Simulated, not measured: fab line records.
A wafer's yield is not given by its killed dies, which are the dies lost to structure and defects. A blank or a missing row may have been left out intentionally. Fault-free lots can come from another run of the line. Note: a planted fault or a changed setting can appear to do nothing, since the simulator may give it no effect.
Split-lot trial ; flow n5 finfet ; 21 wafers read from 7 lots, route of 1938 steps

== ABOUT THE SPLIT ==
At N5_SDB_ALD_29 (deposits SiNx, target thk 30 nm, pulse time 1 s, ald cycles 600), the setting ald cycles was moved away from the recipe's 600 on 7 of the 21 wafers read, by -9.7% to +11.8%. All remaining wafers had this setting at the recipe value.

The reading comes from the split's own step.

== THE READING ==
SiNx_of_SDB_ALD_29.thk nm (the simulator's own value, which no gauge read), in nm, at N5_SDB_ALD_29 (deposits SiNx, target thk 30 nm, pulse time 1 s, ald cycles 600). The file gives no usual value for it. The 14 wafers here that ran the recipe average 29.9 nm, standard deviation 0.19 nm.

wafer;tool, chamber at the split;ald cycles as run;against the recipe;SiNx_of_SDB_ALD_29.thk nm, nm;against lot-mates on the recipe
L077.2;ald sin-04, 2;600;recipe;30.2;-
L077.3;ald sin-04, 1;600;recipe;29.8;-
L077.4;ald sin-04, 3;638;+6.3%;31.8;+1.8
L082.1;ald sin-02, 1,2;600;recipe;30;-
L082.2;ald sin-02, 1,2;600;recipe;30;-
L082.3;ald sin-02, 1;671;+11.8%;33.6;+3.6
L083.1;ald sin-01, 3;600;recipe;29.8;-
L083.2;ald sin-01, 0;656;+9.3%;32.6;+2.9
L083.6;ald sin-01, 0;600;recipe;29.6;-
L084.4;ald sin-02, 2;600;recipe;29.8;-
L084.5;ald sin-02, 0;572;-4.7%;28.6;-1.3
L084.6;ald sin-02, 1;600;recipe;30;-
L085.1;ald sin-02, 0;600;recipe;30.4;-
L085.3;ald sin-02, 1;600;recipe;30;-
L085.5;ald sin-02, 1;600;recipe;30;-
L087.1;ald sin-01, 1;632;+5.3%;31.6;+1.7
L087.4;ald sin-01, 3;600;recipe;29.8;-
L087.5;ald sin-01, 3;600;recipe;30;-
L096.3;ald sin-02, 2;600;recipe;29.8;-
L096.4;ald sin-02, 0;542;-9.7%;27.2;-2.6
L096.5;ald sin-02, 0;542;-9.7%;27.4;-2.4
When a row names more than one chamber, that row covers several wafers, and the file does not tell which wafer ran in which chamber.

FIT RESULTS
A straight line over all 21 wafers: SiNx_of_SDB_ALD_29.thk nm changes by +0.289 nm for each +1% of ald cycles; r = +0.99; the points scatter about the line by 0.18 nm.
The same after taking each lot's own level away (the mean of its wafers on the recipe; 21 wafers): +0.286 nm for each +1%; r = +0.99; scatter 0.16 nm.
That fit puts the effect of the largest move of ald cycles on the reading at 3.4 nm.
Across the lots, their own levels run from 29.70 to 30.13 nm, a range of 2.3 times the standard deviation given above.
Hence the lot-to-lot level has little effect on the slope; both slopes agree.
Check: with one of the wafers moved furthest among these (+11.8%) left out of the fit, the line predicts +3.36 nm for it against its lot-mates. It came out at +3.6 nm against them.

== THE FILE'S OWN FIT ==
SiNx_of_SDB_ALD_29.thk nm changes by +0.293 nm for each +1% of ald cycles, r = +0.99.
